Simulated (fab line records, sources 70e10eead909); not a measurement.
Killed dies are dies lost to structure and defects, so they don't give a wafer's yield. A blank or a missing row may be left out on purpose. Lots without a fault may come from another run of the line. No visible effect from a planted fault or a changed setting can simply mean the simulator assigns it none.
The tool behind it: which one?    flow nand-harc    36 wafers from 12 lots sampled at 5 of the route's 1302 steps

WHAT EACH GAUGE READ, for each wafer
NHARC_A_SGD_CUT_OVL_MEAS_10. Usual: overlay-x-nm -0.1 nm, standard deviation 1; overlay-y-nm -0.1 nm, standard deviation 0.69.
lot   measured      on          overlay-x-nm (nm)  overlay-y-nm (nm)  flag
L912  day 19 20:32  overlay-02  1.0 1.1 1.2        -0.3 -0.2 -0.1     
L910  day 19 20:23  overlay-01  -1.6 -2.1 -1.8     -0.6 -0.2 -0.8     
L911  day 19 23:04  overlay-02  0.3 -0.2 0.3       0.5 0.4 0.0        
L913  day 20 18:43  overlay-01  0.6 0.8 0.9        -0.5 -0.2 -0.3     
L916  day 21 11:56  overlay-02  -1.0 -1.3 -1.1     1.2 0.4 0.9        
L918  day 22 06:10  overlay-02  1.0 0.7 0.8        -0.4 -0.5 0.1      
L920  day 23 14:11  overlay-01  0.0 0.1 -0.3       1.8 1.3 0.9        
L925  day 25 17:29  overlay-01  0.0 0.9 0.9        -0.3 0.5 0.5       
L928  day 26 22:25  overlay-01  -0.1 0.1 -0.3      0.0 -0.3 -0.6      
L929  day 27 09:06  overlay-02  0.1 -0.3 -0.1      -0.1 -0.4 -0.5     
L930  day 27 19:40  overlay-01  -1.1 -0.7 -0.8     -1.1 -0.4 -0.5     
L931  day 28 22:35  overlay-01  0.5 0.3 1.3        0.9 0.7 0.7        

NHARC_END_SORT_01. Usual: killed-at-array 57, standard deviation 19; killed-at-other 0.9, standard deviation 1.1; killed-at-periphery 4.0, standard deviation 2.6; killed-dies 62, standard deviation 19; killed-open 3.3, standard deviation 1.8; killed-short 2.4, standard deviation 1.7.
lot   measured      on         killed-at-array  killed-at-other  killed-at-periphery  killed-dies  killed-open  killed-short  flag
L918  day 27 12:02  prober-02  70 101 118       3 2 2            5 3 3                78 106 123   0 4 4        5 3 6         
L920  day 28 13:14  prober-01  83 57 81         2 0 0            3 0 5                88 57 86     3 1 4        6 2 2         

WHAT TOOL EACH LOT RAN ON (gives the tool, then ch and the chambers of the sampled wafers, and finally the start)
lot   NHARC_A_STAIRCASE_ETCH_444          NHARC_A_STAIRCASE_DEP_471        NHARC_A_SGD_CUT_ETCH_59
L912  rie-diel-07 ch 0,2, day 19 12:24    pecvd-04 ch 1,2, day 19 18:59    rie-diel-11 ch 1,2, day 19 20:49
L910  rie-diel-08 ch 1,2, day 19 12:24    pecvd-03 ch 0,1,2, day 19 18:57  rie-diel-05 ch 0,1,2, day 19 20:43
L911  rie-diel-08 ch 0,1,3, day 19 16:08  pecvd-03 ch 0,1,2, day 19 21:41  rie-diel-05 ch 2,3, day 19 23:20
L913  rie-diel-04 ch 0,1,2, day 20 10:49  pecvd-04 ch 1,2, day 20 17:13    rie-diel-11 ch 0,1, day 20 19:01
L916  rie-diel-04 ch 1,2,3, day 21 03:54  pecvd-03 ch 0,1,2, day 21 10:26  rie-diel-11 ch 0,2,3, day 21 12:14
L918  rie-diel-04 ch 1,2, day 21 22:36    pecvd-04 ch 0,1,2, day 22 04:41  rie-diel-11 ch 0,3, day 22 06:26
L920  rie-diel-08 ch 2,3, day 23 06:04    pecvd-03 ch 0,1,2, day 23 12:44  rie-diel-11 ch 1,2, day 23 14:29
L925  rie-diel-08 ch 1,3, day 25 09:50    pecvd-03 ch 0,2, day 25 16:00    rie-diel-10 ch 2,3, day 25 17:46
L928  rie-diel-07 ch 0,2, day 26 14:31    pecvd-02 ch 1,2, day 26 20:56    rie-diel-05 ch 0,1,3, day 26 22:44
L929  rie-diel-07 ch 1,2,3, day 27 01:43  pecvd-02 ch 0,2, day 27 07:38    rie-diel-10 ch 2,3, day 27 09:23
L930  rie-diel-07 ch 1,2,3, day 27 11:40  pecvd-02 ch 1,2, day 27 17:41    rie-diel-05 ch 0,2, day 27 19:58
L931  rie-diel-04 ch 1,2,3, day 28 13:00  pecvd-02 ch 1,2, day 28 21:13    rie-diel-10 ch 0,1,2, day 28 22:55
- NHARC_A_STAIRCASE_ETCH_444: etches the open film in C4F8/O2, target depth 20400 nm, time 6800 s.
- NHARC_A_STAIRCASE_DEP_471: deposits SiO2, target thk 100 nm.
- NHARC_A_SGD_CUT_ETCH_59: etches the open film in N2/H2, target depth 260 nm, time 406.25 s.

WHAT THE TOOLS THEMSELVES READ (means of the sampled wafers that have a number; where no wafer has one, the mark that the record gives instead)
NHARC_A_STAIRCASE_ETCH_444. Usual: oes-product-au 0.933 a.u., standard deviation 0.021; rf-vpp-V 808 V, standard deviation 4.7; run-length-s 6821.4 s, standard deviation 0.5.
lot   tool         oes-product-au (a.u.)  rf-vpp-V (V)  run-length-s (s)  flag
L912  rie-diel-07  0.911                  808           6821.7            
L910  rie-diel-08  0.951                  810           6821.2            
L911  rie-diel-08  0.961                  812           6821.4            
L913  rie-diel-04  0.926                  806           6821.1            
L916  rie-diel-04  0.932                  803           6820.9            
L918  rie-diel-04  0.937                  803           6820.6            
L920  rie-diel-08  0.924                  810           6821.1            
L925  rie-diel-08  0.968                  813           6821.4            
L928  rie-diel-07  0.927                  803           6821.9            
L929  rie-diel-07  0.920                  809           6821.5            
L930  rie-diel-07  0.915                  807           6821.5            
L931  rie-diel-04  0.977                  803           6820.9            

NHARC_A_STAIRCASE_DEP_471. Usual: heater-power-w 525 W, standard deviation 78; throttle-valve-pct 15.7 %, standard deviation 0.5.
lot   tool      heater-power-w (W)  throttle-valve-pct (%)  flag
L912  pecvd-04  550                 15.4                    
L910  pecvd-03  585                 15.6                    
L911  pecvd-03  520                 15.5                    
L913  pecvd-04  543                 15.3                    
L916  pecvd-03  548                 15.5                    
L918  pecvd-04  584                 15.4                    
L920  pecvd-03  575                 15.7                    
L925  pecvd-03  472                 15.6                    
L928  pecvd-02  448                 15.6                    
L929  pecvd-02  493                 15.8                    
L930  pecvd-02  464                 15.5                    
L931  pecvd-02  488                 15.6                    

NHARC_A_SGD_CUT_ETCH_59. Usual: drypump-motor-current-A 5.58 A, standard deviation 0.28; oes-product-au 1.006 a.u., standard deviation 0.011; rf-vpp-V 430.6 V, standard deviation 2.6; run-length-s 427.6 s, standard deviation 0.53; showerhead-plenum-p-Torr 2.04 Torr, standard deviation 0.086; throttle-valve-pct 14.169 %, standard deviation 0.009.
lot   tool         drypump-motor-current-A (A)  oes-product-au (a.u.)  rf-vpp-V (V)  run-length-s (s)  showerhead-plenum-p-Torr (Torr)  throttle-valve-pct (%)  flag
L912  rie-diel-11  5.47                         1.000                  433.7         427.8             2.13                             14.167                  
L910  rie-diel-05  5.78                         1.003                  428.5         427.6             1.97                             14.161                  
L911  rie-diel-05  5.60                         1.012                  428.4         428.2             1.96                             14.167                  
L913  rie-diel-11  5.66                         0.995                  431.3         427.7             2.08                             14.162                  
L916  rie-diel-11  5.55                         1.012                  432.8         427.5             2.11                             14.167                  
L918  rie-diel-11  5.66                         1.001                  431.3         350.1             2.08                             14.161                  OFF
L920  rie-diel-11  5.47                         1.007                  433.1         350.6             2.13                             14.171                  OFF
L925  rie-diel-10  5.53                         1.011                  428.8         428.0             2.01                             14.166                  
L928  rie-diel-05  5.63                         1.013                  428.2         427.8             1.98                             14.162                  
L929  rie-diel-10  5.56                         1.014                  429.2         427.9             2.01                             14.169                  
L930  rie-diel-05  5.64                         1.008                  428.3         427.5             1.96                             14.161                  
L931  rie-diel-10  5.41                         1.017                  430.4         427.3             2.05                             14.161                  

THE ANSWER, worked out from the rows above alone
Rule: a lot is off if the mean of its wafers that have a number lies more than 3 standard deviations from the usual mean. A lot without any number at a reading at which 4 lots or more have one is off too. Any other lot the step has rows for is counted as sound. Order of review: gauges by route order, followed by the tools' own readings, for which a lot's mean as printed above is used. The first step at which some lot is off is used, and at that step the reading that is off furthest; a lot without a number counts as furthest.
Off: L918, L920 (NHARC_A_SGD_CUT_ETCH_59, run-length-s).
If a tool, at that step or one of the process steps before it, ran each lot that is off and ran no sound lot following the first of them, it fits. One fits: rie-diel-11 at NHARC_A_SGD_CUT_ETCH_59. A fault onset in the window from L916 (day 21 12:14, its last sound lot) to L918 (day 22 06:26, its first lot off) fits.
The tool's own readings at NHARC_A_SGD_CUT_ETCH_59 bear it out: on the lots that are off they differ by more than 5 times the standard deviation of the sound lots' means. run-length-s reads 350.4 s there against 427.7 s on the sound lots.

WHAT THE SIMULATOR PUT IN
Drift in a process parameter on rie-diel-11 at NHARC_A_SGD_CUT_ETCH_59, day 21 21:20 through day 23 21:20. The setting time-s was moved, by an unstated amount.
Struck lots among those shown: L918, L920. This agrees with what the rule above found.
